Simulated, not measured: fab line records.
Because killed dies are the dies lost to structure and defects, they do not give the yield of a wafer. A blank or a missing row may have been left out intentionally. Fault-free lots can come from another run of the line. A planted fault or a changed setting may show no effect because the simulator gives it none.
2 desks looking at one fault || flow n5Finfet || numbers are kept per desk, each desk with only its own; the story behind them comes last

== THE TOOL OWNER'S DESK: lithoTrack-03 ==
The tool's own readings at N5_DUMMY_GATE_COAT_35 (time 60 s, resist thk 10 nm): means of the sampled wafers that have a number, for each lot that ran on this tool. If a lot's mean is further than 4 standard deviations from the usual mean, the lot is out of limits and carries the mark OUT (the distance appears in the brackets).
Columns: A = spinSpeedRpm at N5_DUMMY_GATE_COAT_35, usual 1499.9 rpm
{"lot": "L964", "first seen here": "day 4 05:29", "A": 1500.5}
{"lot": "L970", "first seen here": "day 5 15:41", "A": 1500.5}
{"lot": "L975", "first seen here": "day 6 21:35", "A": "1440.6 (-70) OUT"}
{"lot": "L980", "first seen here": "day 8 09:10", "A": "1440.0 (-70) OUT"}
Finding of this desk: L975, L980 out of limits; the first was L975 at day 6 21:35, on spinSpeedRpm at N5_DUMMY_GATE_COAT_35. Within limits: L964, L970.

== THE METROLOGY DESK ==
What the gauges read, lot by lot, whatever tool the lot ran on: means of the sampled wafers that have a number. If a lot's mean is further than 4 standard deviations from the usual mean, the lot is out of limits and carries the mark OUT (the distance appears in the brackets). Shown here are 7 of its 11 readings, the ones lying furthest out on some lot.
Columns: A = GATE_OVL at N5_DUMMY_GATE_OVL_MEAS_16, usual 0.2 nm; B = DIBL_N at N5_BEOL_M4_RC_MEAS_101, usual 36.1 mV/V; C = DIBL_P at N5_BEOL_M4_RC_MEAS_101, usual 35.9 mV/V; D = IOFF_P at N5_BEOL_M4_RC_MEAS_101, usual 0.21 nA/um; E = ION_N at N5_BEOL_M4_RC_MEAS_101, usual 673 uA/um; F = ION_P at N5_BEOL_M4_RC_MEAS_101, usual 463 uA/um; G = VT_P at N5_BEOL_M4_RC_MEAS_101, usual -250 mV
{"lot": "L963", "first seen here": "day 4 00:44", "A": -0.8, "B": 37.1, "C": 36.9, "D": 0.17, "E": 661, "F": 448, "G": -256}
{"lot": "L964", "first seen here": "day 4 05:47", "A": 0.3, "B": 36.2, "C": 36.8, "D": 0.23, "E": 670, "F": 465, "G": -248}
{"lot": "L968", "first seen here": "day 5 07:18", "A": 0.0, "B": 36.7, "C": 36.3, "D": 0.20, "E": 678, "F": 462, "G": -251}
{"lot": "L970", "first seen here": "day 5 16:08", "A": 0.5, "B": 34.0, "C": 33.5, "D": 0.18, "E": 666, "F": 461, "G": -253}
{"lot": "L974", "first seen here": "day 6 18:45", "A": 0.4, "B": 35.0, "C": 36.0, "D": 0.21, "E": 667, "F": 467, "G": -248}
{"lot": "L975", "first seen here": "day 6 21:54", "A": 0.7, "B": 36.0, "C": 36.1, "D": 0.25, "E": 667, "F": 471, "G": -245}
{"lot": "L976", "first seen here": "day 7 06:56", "A": -0.6, "B": 37.1, "C": 36.3, "D": 0.21, "E": 676, "F": 462, "G": -251}
{"lot": "L980", "first seen here": "day 8 09:37", "A": -0.1, "B": 35.9, "C": 34.5, "D": 0.21, "E": 674, "F": 469, "G": -249}
{"lot": "L982", "first seen here": "day 8 15:48", "A": 0.4, "B": 37.2, "C": 34.8, "D": 0.18, "E": 671, "F": 457, "G": -253}
Result from this desk: across the 9 lots, nothing is out of limits.

== BROUGHT TOGETHER ==
At day 6 21:35, on L975, L980, the tool owner's desk was in a position to raise an alarm.
Metrology desk: nothing out of limits seen.
The metrology desk holds a record of L975, L980, inside its limits.
Every lot named ran N5_DUMMY_GATE_COAT_35 on lithoTrack-03.

== WHAT THE SIMULATOR PUT IN ==
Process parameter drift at N5_DUMMY_GATE_COAT_35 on lithoTrack-03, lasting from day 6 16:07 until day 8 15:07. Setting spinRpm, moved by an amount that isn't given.
Struck lots among those shown: L975, L980.
Each desk's first reading out of limits, in hours after the fault started: the tool owner's desk, 5.
